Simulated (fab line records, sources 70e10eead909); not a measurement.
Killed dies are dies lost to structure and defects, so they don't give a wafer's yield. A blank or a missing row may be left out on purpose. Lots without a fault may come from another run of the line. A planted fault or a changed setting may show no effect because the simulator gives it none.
Which tool did it? | flow nand_harc | 12 lots, 36 wafers sampled, at 4 steps of a route of 1159

WHAT THE GAUGES READ, wafer by wafer
The record holds no reading of a measuring or inspecting step that can be judged against a usual standard deviation.

WHICH TOOL RAN EACH LOT (tool, then ch and the chambers of the sampled wafers, then the start)
lot  | NHARC_A_ONON_D1_DEP_33          | NHARC_A_CHANNEL_HOLE_D1_ETCH_38    | NHARC_A_CHANNEL_HOLE_D1_ETCH_22  | NHARC_A_CHANNEL_HOLE_D1_ETCH_24
L655 | pecvd-01 ch 0,1, day 7 23:56    | rie_diel-02 ch 0,3, day 8 03:26    | har_etch-01 ch 0,1, day 8 05:25  | har_etch-01 ch 0,1, day 8 06:40
L659 | pecvd-02 ch 0,1,2, day 8 16:56  | rie_diel-01 ch 1,3, day 9 01:57    | har_etch-02 ch 0,1, day 9 04:06  | har_etch-02 ch 0,1, day 9 05:25
L661 | pecvd-01 ch 1,2, day 9 16:59    | rie_diel-10 ch 0,1,3, day 9 20:52  | har_etch-01 ch 0,1, day 9 23:01  | har_etch-01 ch 0,1, day 10 00:22
L668 | pecvd-01 ch 1,2, day 11 21:30   | rie_diel-01 ch 0,1,3, day 12 01:19 | har_etch-02 ch 0,1, day 12 03:16 | har_etch-02 ch 0,1, day 12 04:33
L670 | pecvd-02 ch 0,1,2, day 12 05:23 | rie_diel-01 ch 0,2,3, day 12 09:50 | har_etch-01 ch 0,1, day 12 11:49 | har_etch-01 ch 0,1, day 12 13:04
L671 | pecvd-03 ch 0,1,2, day 12 05:29 | rie_diel-02 ch 1,3, day 12 10:01   | har_etch-02 ch 0,1, day 12 12:11 | har_etch-02 ch 0,1, day 12 13:26
L673 | pecvd-03 ch 0,1,2, day 12 13:38 | rie_diel-01 ch 0,1,2, day 12 18:14 | har_etch-01 ch 0,1, day 12 20:17 | har_etch-01 ch 0,1, day 12 21:35
L674 | pecvd-02 ch 1,2, day 12 13:52   | rie_diel-02 ch 0,1, day 12 18:45   | har_etch-02 ch 0,1, day 12 23:13 | har_etch-02 ch 0,1, day 13 00:29
L675 | pecvd-01 ch 0,2, day 13 03:04   | rie_diel-10 ch 0,2,3, day 13 06:37 | har_etch-01 ch 0,1, day 13 08:40 | har_etch-01 ch 0,1, day 13 09:58
L676 | pecvd-02 ch 0,1,2, day 13 03:10 | rie_diel-01 ch 1,2,3, day 13 06:50 | har_etch-02 ch 1, day 13 08:53   | har_etch-02 ch 1, day 13 10:11
L677 | pecvd-01 ch 0,1, day 13 08:48   | rie_diel-02 ch 0,1,2, day 13 13:17 | har_etch-01 ch 1, day 13 15:22   | har_etch-01 ch 1, day 13 16:40
L678 | pecvd-02 ch 0,2, day 13 12:52   | rie_diel-10 ch 0,1,2, day 13 16:19 | har_etch-02 ch 0,1, day 13 18:17 | har_etch-02 ch 0,1, day 13 19:33
- NHARC_A_ONON_D1_DEP_33: deposits SiO2, target thk 200 nm.
- NHARC_A_CHANNEL_HOLE_D1_ETCH_38: etches the open film in CF4, target depth 39 nm, time 65 s.
- NHARC_A_CHANNEL_HOLE_D1_ETCH_22: etches the open film in C4F8/O2/Ar, time 666.7 s, target depth 1600 nm.
- NHARC_A_CHANNEL_HOLE_D1_ETCH_24: etches the open film in C4F8/O2/Ar, time 906.2 s, target depth 1500 nm.

WHAT THE TOOLS THEMSELVES READ (means of the sampled wafers that have a number; where no wafer has one, the mark that the record gives instead)
NHARC_A_ONON_D1_DEP_33. Usual: heater_power_w 568 W, standard deviation 66; showerhead_vpp_V 1909 V, standard deviation 74; throttle_valve_pct 16.0 %, standard deviation 0.53.
lot  | tool     | heater_power_w (W) | showerhead_vpp_V (V) | throttle_valve_pct (%) | flag
L655 | pecvd-01 | 557                | 1844                 | 16.2                   |
L659 | pecvd-02 | 601                | 1948                 | 15.9                   |
L661 | pecvd-01 | 604                | 1891                 | 15.9                   |
L668 | pecvd-01 | 561                | 1903                 | 15.8                   |
L670 | pecvd-02 | 597                | 1939                 | 16.3                   |
L671 | pecvd-03 | 557                | 1844                 | 15.9                   |
L673 | pecvd-03 | 594                | 1800                 | 15.9                   |
L674 | pecvd-02 | 630                | 1969                 | 15.8                   |
L675 | pecvd-01 | 610                | 1959                 | 15.4                   |
L676 | pecvd-02 | 578                | 1957                 | 16.3                   |
L677 | pecvd-01 | 491                | 1922                 | 16.1                   |
L678 | pecvd-02 | 567                | 1894                 | 16.5                   |

NHARC_A_CHANNEL_HOLE_D1_ETCH_38. Usual: drypump_motor_current_A 5.6 A, standard deviation 0.58; oes_product_au 0.999 a.u., standard deviation 0.0064; rf_vpp_V 151.0 V, standard deviation 1.1; showerhead_plenum_p_Torr 1.75 Torr, standard deviation 0.063; throttle_valve_pct 13.283 %, standard deviation 0.0093.
lot  | tool        | drypump_motor_current_A (A) | oes_product_au (a.u.) | rf_vpp_V (V) | showerhead_plenum_p_Torr (Torr) | throttle_valve_pct (%) | flag
L655 | rie_diel-02 | 5.4                         | 1.002                 | 149.9        | 1.71                            | 13.291                 |
L659 | rie_diel-01 | 5.5                         | 1.002                 | 151.1        | 1.77                            | 13.269                 |
L661 | rie_diel-10 | 5.2                         | 0.936                 | 151.3        | 1.72                            | 13.283                 | OFF
L668 | rie_diel-01 | 6.0                         | 0.998                 | 151.7        | 1.79                            | 13.280                 |
L670 | rie_diel-01 | 6.2                         | 1.009                 | 152.4        | 1.80                            | 13.280                 |
L671 | rie_diel-02 | 5.3                         | 1.002                 | 151.1        | 1.70                            | 13.283                 |
L673 | rie_diel-01 | 6.5                         | 1.001                 | 151.2        | 1.79                            | 13.275                 |
L674 | rie_diel-02 | 5.7                         | 1.000                 | 151.4        | 1.76                            | 13.287                 |
L675 | rie_diel-10 | 5.5                         | 1.003                 | 150.3        | 1.72                            | 13.288                 |
L676 | rie_diel-01 | 6.0                         | 1.003                 | 151.8        | 1.76                            | 13.286                 |
L677 | rie_diel-02 | 5.7                         | 1.003                 | 151.6        | 1.78                            | 13.279                 |
L678 | rie_diel-10 | 5.3                         | 0.998                 | 151.0        | 1.71                            | 13.291                 |

NHARC_A_CHANNEL_HOLE_D1_ETCH_22. Usual: drypump_motor_current_A 5.7 A, standard deviation 0.37; esc_clamp_current_uA 0.0209, standard deviation 0.00032; he_backside_leak_sccm 5.7 sccm, standard deviation 0.49; o2_flow_sccm 35.69 sccm, standard deviation 0.12; showerhead_plenum_p_Torr 3.67 Torr, standard deviation 0.099; throttle_valve_pct 32.154 %, standard deviation 0.0087.
lot  | tool        | drypump_motor_current_A (A) | esc_clamp_current_uA | he_backside_leak_sccm (sccm) | o2_flow_sccm (sccm) | showerhead_plenum_p_Torr (Torr) | throttle_valve_pct (%) | flag
L655 | har_etch-01 | 5.3                         | 0.0205               | 5.6                          | 35.60               | 3.76                            | 32.152                 |
L659 | har_etch-02 | 6.1                         | 0.0210               | 5.9                          | 35.62               | 3.59                            | 32.143                 |
L661 | har_etch-01 | 5.3                         | 0.0206               | 5.6                          | 35.78               | 3.75                            | 32.154                 |
L668 | har_etch-02 | 6.0                         | 0.0211               | 5.9                          | 35.82               | 3.61                            | 32.155                 |
L670 | har_etch-01 | 5.3                         | 0.0206               | 5.5                          | 35.66               | 3.73                            | 32.152                 |
L671 | har_etch-02 | 6.0                         | 0.0210               | 5.8                          | 35.72               | 3.57                            | 32.164                 |
L673 | har_etch-01 | 5.6                         | 0.0209               | 5.7                          | 35.67               | 3.76                            | 32.145                 |
L674 | har_etch-02 | 6.0                         | 0.0210               | 7.4                          | 35.68               | 3.56                            | 32.159                 | OFF
L675 | har_etch-01 | 5.3                         | 0.0206               | 5.2                          | 35.87               | 3.73                            | 32.165                 |
L676 | har_etch-02 | 6.0                         | 0.0211               | 5.8                          | 35.64               | 3.63                            | 32.157                 |
L677 | har_etch-01 | 5.1                         | 0.0204               | 5.2                          | 35.74               | 3.69                            | 32.156                 |
L678 | har_etch-02 | 6.0                         | 0.0211               | 5.9                          | 35.68               | 3.60                            | 32.155                 |

NHARC_A_CHANNEL_HOLE_D1_ETCH_24. Usual: drypump_motor_current_A 5.7 A, standard deviation 0.37; esc_clamp_current_uA 0.0209, standard deviation 0.00032; he_backside_leak_sccm 5.7 sccm, standard deviation 0.5; o2_flow_sccm 31.21 sccm, standard deviation 0.087; showerhead_plenum_p_Torr 3.67 Torr, standard deviation 0.098; throttle_valve_pct 32.236 %, standard deviation 0.0083.
lot  | tool        | drypump_motor_current_A (A) | esc_clamp_current_uA | he_backside_leak_sccm (sccm) | o2_flow_sccm (sccm) | showerhead_plenum_p_Torr (Torr) | throttle_valve_pct (%) | flag
L655 | har_etch-01 | 5.3                         | 0.0205               | 5.6                          | 31.17               | 3.75                            | 32.237                 |
L659 | har_etch-02 | 6.0                         | 0.0210               | 5.6                          | 31.18               | 3.58                            | 32.230                 |
L661 | har_etch-01 | 5.3                         | 0.0205               | 5.6                          | 31.14               | 3.74                            | 32.236                 |
L668 | har_etch-02 | 6.0                         | 0.0211               | 5.9                          | 31.24               | 3.60                            | 32.236                 |
L670 | har_etch-01 | 5.3                         | 0.0206               | 5.6                          | 31.20               | 3.73                            | 32.231                 |
L671 | har_etch-02 | 6.0                         | 0.0210               | 7.2                          | 31.34               | 3.56                            | 32.237                 |
L673 | har_etch-01 | 5.6                         | 0.0208               | 6.0                          | 31.29               | 3.76                            | 32.233                 |
L674 | har_etch-02 | 6.1                         | 0.0211               | 5.9                          | 31.12               | 3.56                            | 32.244                 |
L675 | har_etch-01 | 5.3                         | 0.0206               | 5.8                          | 31.22               | 3.72                            | 32.236                 |
L676 | har_etch-02 | 6.0                         | 0.0212               | 6.0                          | 31.11               | 3.63                            | 32.230                 |
L677 | har_etch-01 | 5.1                         | 0.0204               | 5.5                          | 31.21               | 3.68                            | 32.233                 |
L678 | har_etch-02 | 6.0                         | 0.0211               | 6.0                          | 31.17               | 3.59                            | 32.237                 |

THE ANSWER, worked out from the rows above alone
Rule: a lot is off if the mean of its wafers that have a number lies more than 3 standard deviations from the usual mean. A lot without any number at a reading at which 4 lots or more have one is off too. The other lots that the step has rows for count as sound. The gauges are gone through in route order, then the tools' own readings, and for those a lot's mean is taken as printed above. The first step at which some lot is off is used, and at that step the reading that is off furthest; a lot without a number counts as furthest.
Off: L661, at NHARC_A_CHANNEL_HOLE_D1_ETCH_38 (oes_product_au).
A tool fits if, at that step or a process step before it, it ran every lot that is off, and no sound lot after the first of them. None of those tried fits.

WHAT THE SIMULATOR HAD PUT IN
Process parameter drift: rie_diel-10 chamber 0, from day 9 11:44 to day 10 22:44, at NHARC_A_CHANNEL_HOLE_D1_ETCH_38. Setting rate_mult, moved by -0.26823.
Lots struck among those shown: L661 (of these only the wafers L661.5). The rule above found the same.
